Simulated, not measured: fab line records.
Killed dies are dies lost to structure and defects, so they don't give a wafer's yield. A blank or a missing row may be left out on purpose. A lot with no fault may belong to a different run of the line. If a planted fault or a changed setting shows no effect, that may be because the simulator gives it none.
Split-lot experiment | flow n5_finfet | route with 1938 steps; 7 lots, 21 wafers read

THE SPLIT
At N5_PMOS_HMC_CHANNEL_EPI_COAT_03 (resist thk 205 nm), the setting spin_rpm was moved away from the recipe's 1500 rpm on 7 of the 21 wafers read, by -10.6% to +10.7%. This setting was run at the recipe's value on the other wafers.

The reading is taken at the split's own step.

THE READING
CAR-ArF-block_of_PMOS_HMC_CHANNEL_EPI_COAT_03.thk_nm (the simulator's own value, which no gauge read), in nm, at N5_PMOS_HMC_CHANNEL_EPI_COAT_03 (resist thk 205 nm). The file does not state a usual value for it. Across the 14 wafers here that went through the recipe, the average is 205.1 nm and the standard deviation 0.44 nm.

wafer  | tool, chamber at the split | spin_rpm as run, rpm | against the recipe | CAR-ArF-block_of_PMOS_HMC_CHANNEL_EPI_COAT_03.thk_nm, nm | against lot-mates on the recipe
L079.1 | litho_track-04, 0          | 1387                 | -7.5%              | 213.2                                                    | +7.6
L079.3 | litho_track-04, 0          | 1500                 | recipe             | 205.6                                                    | -
L079.5 | litho_track-04, 0          | 1387                 | -7.5%              | 213                                                      | +7.4
L082.1 | litho_track-05, 0          | 1500                 | recipe             | 204.8                                                    | -
L082.2 | litho_track-05, 0          | 1500                 | recipe             | 204.7                                                    | -
L082.4 | litho_track-05, 0          | 1500                 | recipe             | 204.4                                                    | -
L083.1 | litho_track-02, 0          | 1500                 | recipe             | 205.1                                                    | -
L083.3 | litho_track-02, 0          | 1500                 | recipe             | 204.7                                                    | -
L083.6 | litho_track-02, 0          | 1500                 | recipe             | 205                                                      | -
L089.3 | litho_track-04, 0          | 1500                 | recipe             | 205                                                      | -
L089.5 | litho_track-04, 0          | 1341                 | -10.6%             | 217.7                                                    | +12.7
L089.6 | litho_track-04, 0          | 1341                 | -10.6%             | 217                                                      | +12.0
L090.2 | litho_track-02, 0          | 1500                 | recipe             | 205.7                                                    | -
L090.3 | litho_track-02, 0          | 1660                 | +10.7%             | 195.5                                                    | -10.2
L090.4 | litho_track-02, 0          | 1660                 | +10.7%             | 195.1                                                    | -10.6
L094.2 | litho_track-04, 0          | 1500                 | recipe             | 205.2                                                    | -
L094.3 | litho_track-04, 0          | 1500                 | recipe             | 205                                                      | -
L094.5 | litho_track-04, 0          | 1587                 | +5.8%              | 199.8                                                    | -5.3
L095.1 | litho_track-05, 0          | 1500                 | recipe             | 205.9                                                    | -
L095.3 | litho_track-05, 0          | 1500                 | recipe             | 204.8                                                    | -
L095.4 | litho_track-05, 0          | 1500                 | recipe             | 205.8                                                    | -

FIT RESULTS
A straight line over all 21 wafers: CAR-ArF-block_of_PMOS_HMC_CHANNEL_EPI_COAT_03.thk_nm changes by -1.03 nm for each +1% of spin_rpm; r = -0.99; the points scatter about the line by 0.65 nm.
The same after taking each lot's own level away (the mean of its wafers on the recipe; 21 wafers): -1.04 nm for each +1%; r = -1.00; scatter 0.55 nm.
That fit puts the effect of the largest move of spin_rpm on the reading at 11 nm.
The span of the lots' own levels, 204.63 to 205.70 nm, comes to 2.4 times the standard deviation stated above.
The two slopes agree, so the slope changes little with the lot-to-lot level.
Check: for one of the wafers moved furthest among these (+10.7%), held out of the fit, the line's prediction against its lot-mates is -11.2 nm. Against them it came out at -10.2 nm.

THE FILE'S OWN FIT
CAR-ArF-block_of_PMOS_HMC_CHANNEL_EPI_COAT_03.thk_nm changes by -1.04 nm for each +1% of spin_rpm, r = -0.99.
